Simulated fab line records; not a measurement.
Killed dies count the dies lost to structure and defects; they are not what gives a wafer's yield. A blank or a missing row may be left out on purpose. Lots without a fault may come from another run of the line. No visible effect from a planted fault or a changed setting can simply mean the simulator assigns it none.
What tool caused it?    flow n5 finfet    12 lots, 34 wafers sampled, at 5 steps of a route of 1938

## WHAT THE GAUGES READ, wafer by wafer
N5_START_INSPECT_01: inspects for defects (unpatterned scan).
lot   measured     on                 raw defect count
L252  day 1 12:02  defect inspect-02  6 9 6
L254  day 2 00:02  defect inspect-02  8 6 3
L256  day 2 12:02  defect inspect-02  5 6 7
L257  day 2 18:02  defect inspect-02  8 6
L259  day 3 06:02  defect inspect-02  8 10 5
L261  day 3 18:02  defect inspect-02  7 4
L262  day 4 00:02  defect inspect-01  7 7 5
L265  day 4 18:02  defect inspect-02  4 6 8
L267  day 5 06:02  defect inspect-02  6 4 5
L268  day 5 12:02  defect inspect-01  9 5 5
L269  day 5 18:02  defect inspect-01  6 8 5
L275  day 7 06:02  defect inspect-02  2 8 6

N5_WELL_APT_CD_MEAS_25: the cd target is 200 nm.
lot   measured     on         cd nm (nm)
L252  day 1 14:49  cd sem-02  200.9 201.6 196.6
L254  day 2 03:15  cd sem-01  201.5 201.4 194.0
L256  day 2 14:40  cd sem-02  197.6 197.8 200.7
L257  day 2 21:14  cd sem-03  200.7 197.9
L259  day 3 09:43  cd sem-03  201.1 207.8 202.4
L261  day 3 21:35  cd sem-01  203.7 204.0
L262  day 4 03:11  cd sem-01  199.6 200.4 200.1
L265  day 4 20:52  cd sem-02  199.6 198.6 196.0
L267  day 5 08:42  cd sem-03  204.2 203.1 197.3
L268  day 5 15:10  cd sem-01  200.2 194.0 197.0
L269  day 5 21:01  cd sem-01  198.1 197.4 203.9
L275  day 7 08:59  cd sem-01  202.1 203.8 201.0

N5_PMOS_HMC_CHANNEL_EPI_CD_MEAS_09: the cd target is 237.4 nm.
lot   measured     on         cd nm (nm)
L252  day 1 16:59  cd sem-01  238.8 237.6 236.8
L254  day 2 05:37  cd sem-01  235.6 235.9 236.2
L256  day 2 16:43  cd sem-03  235.2 233.7 235.6
L257  day 2 23:25  cd sem-03  235.8 236.1
L259  day 3 12:05  cd sem-02  236.4 236.8 235.0
L261  day 3 23:44  cd sem-02  237.5 235.6
L262  day 4 05:32  cd sem-01  239.0 238.8 237.4
L265  day 4 23:43  cd sem-01  236.5 236.7 237.6
L267  day 5 10:56  cd sem-02  235.3 235.6 234.8
L268  day 5 18:44  cd sem-03  236.4 236.1 235.8
L269  day 5 23:29  cd sem-01  236.4 238.1 237.4
L275  day 7 11:11  cd sem-03  236.2 236.2 236.7

N5_BEOL_M4_RC_MEAS_101.
lot   measured      on         DIBL_N (mV/V)   DIBL_P (mV/V)   IOFF_N (nA/um)  IOFF_P (nA/um)  ION_N (uA/um)  ION_P (uA/um)  SS_N (mV/dec)   SS_P (mV/dec)   VT_N (mV)    VT_P (mV)
L252  day 8 08:59   prober-01  34.5 37.9 41.6  35.8 39.5 44.6  0.14 0.19 0.29  0.18 0.24 0.33  677 684 692    468 463 466    71.0 72.8 73.9  73.3 74.0 74.8  251 251 246  -254 -250 -247
L254  day 8 23:42   prober-02  36.1 35.9 37.1  37.0 36.4 37.0  0.16 0.14 0.16  0.18 0.17 0.17  697 662 690    466 446 459    71.5 71.6 71.8  73.2 73.2 74.1  248 254 251  -254 -255 -257
L256  day 9 05:26   prober-01  35.0 36.3 37.1  34.6 36.8 37.3  0.14 0.15 0.18  0.17 0.19 0.20  680 682 694    466 467 468    70.4 71.4 71.7  72.9 72.9 72.9  250 250 247  -253 -254 -253
L257  day 10 06:22  prober-02  37.0 36.4       38.0 36.0       0.17 0.16       0.23 0.21       678 685        473 469        71.7 72.4       74.1 74.1       247 253      -248 -250
L259  day 9 14:38   prober-01  36.4 41.1 37.8  36.8 42.8 37.5  0.16 0.24 0.17  0.20 0.29 0.21  671 679 667    461 458 454    71.3 73.3 72.0  73.1 75.0 73.9  248 247 253  -251 -247 -251
L261  day 11 03:34  prober-01  35.4 34.8       34.6 34.0       0.13 0.13       0.16 0.15       672 676        455 458        70.6 71.0       72.9 72.4       254 254      -257 -257
L262  day 11 04:06  prober-02  34.7 36.3 33.6  35.9 37.5 34.4  0.16 0.17 0.13  0.22 0.24 0.19  691 668 671    481 464 462    70.7 71.6 70.6  73.3 73.6 72.3  249 250 253  -248 -249 -251
L265  day 11 23:12  prober-02  38.2 36.6 34.1  39.6 37.8 35.4  0.21 0.16 0.14  0.23 0.18 0.17  692 691 674    465 458 464    71.5 71.5 70.1  74.5 72.9 72.3  245 250 248  -251 -254 -256
L267  day 11 23:57  prober-01  33.5 36.7 35.0  34.3 35.7 34.5  0.11 0.15 0.13  0.19 0.20 0.19  669 660 677    469 459 473    70.5 71.6 70.8  72.3 72.9 72.5  253 253 253  -251 -250 -250
L268  day 12 05:47  prober-02  37.8 35.0 33.4  37.5 35.2 32.9  0.18 0.13 0.12  0.23 0.20 0.16  678 669 667    461 467 460    71.8 71.2 70.8  73.5 72.2 73.3  248 251 253  -250 -251 -252
L269  day 12 08:43  prober-01  37.1 35.9 36.6  36.6 35.2 35.2  0.16 0.14 0.15  0.21 0.18 0.19  675 684 666    466 466 456    72.0 71.7 72.3  73.8 72.9 73.9  248 250 252  -248 -252 -251
L275  day 13 21:44  prober-02  36.5 39.4 36.1  37.1 40.4 36.5  0.14 0.18 0.13  0.20 0.25 0.18  683 673 667    469 464 456    71.2 71.8 71.5  73.3 74.1 72.9  255 252 253  -253 -251 -253

## WHICH TOOL RAN EACH LOT (tool, then ch and the chambers of the sampled wafers, then the start)
lot   N5_WELL_APT_COAT_02
L252  litho track-05 ch 0, day 1 13:17
L254  litho track-05 ch 0, day 2 01:40
L256  litho track-05 ch 0, day 2 13:17
L257  litho track-01 ch 0, day 2 19:17
L259  litho track-05 ch 0, day 3 08:18
L261  litho track-03 ch 0, day 3 20:11
L262  litho track-03 ch 0, day 4 01:34
L265  litho track-05 ch 0, day 4 19:19
L267  litho track-03 ch 0, day 5 07:17
L268  litho track-05 ch 0, day 5 13:25
L269  litho track-05 ch 0, day 5 19:19
L275  litho track-03 ch 0, day 7 07:17
- N5_WELL_APT_COAT_02: resist thk 950 nm.

## AS READ BY THE TOOLS THEMSELVES (means over the sampled wafers that have a number; for cases with no such wafer, the mark the record gives instead)
N5_WELL_APT_COAT_02.
lot   tool            chill plate temp C (C)  spin speed rpm (rpm)
L252  litho track-05  22.87                   1357.6
L254  litho track-05  22.94                   1357.1
L256  litho track-05  23.06                   1356.6
L257  litho track-01  23.07                   1357.9
L259  litho track-05  22.97                   1356.8
L261  litho track-03  22.98                   1357.3
L262  litho track-03  22.97                   1357.4
L265  litho track-05  22.99                   1357.1
L267  litho track-03  23.04                   1357.5
L268  litho track-05  23.02                   1322.6
L269  litho track-05  22.97                   1322.6
L275  litho track-03  22.87                   1357.7

## THE ANSWER, worked out from the rows above alone
Rule: the lots themselves supply what counts as usual. Put in order of their means at a reading, lots are off if they are a third of the lots or fewer, leave a main group of 4 or more, and stand apart from it by a gap of 3 or more times the standard deviation of the main group's means; of several such gaps the widest counts. The tables above print the reading to a certain number of digits; a main group whose means all agree to those digits is not used. Also off: a lot with no number at a reading for which 4 or more lots have one. All remaining lots with rows at the step are treated as sound. The gauges are gone through in route order, then the tools' own readings, and for those a lot's mean is taken as printed above. At the first step where some lot is off, the reading lying furthest off is the one used; lots without a number count as furthest.
Off: L268, L269 (N5_WELL_APT_COAT_02, spin speed rpm). The main group has a mean of 1357.3 rpm with a standard deviation of 0.38.
A tool fits if, at that step or a process step before it, it ran every lot that is off, and no sound lot after the first of them. One fits: litho track-05 at N5_WELL_APT_COAT_02. Its last sound lot is L265 (day 4 19:19), its first lot that is off L268 (day 5 13:25): a fault that began between those two fits.
On the lots that are off, the tool's own readings at N5_WELL_APT_COAT_02 differ by more than 5 times the standard deviation of the sound lots' means, which bears it out; spin speed rpm reads 1322.6 rpm there versus 1357.3 rpm on the sound lots.

## WHAT THE SIMULATOR HAD PUT IN
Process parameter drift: litho track-05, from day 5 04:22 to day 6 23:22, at N5_WELL_APT_COAT_02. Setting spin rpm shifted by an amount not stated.
Struck lots among those shown: L268, L269. The rule above found the same.
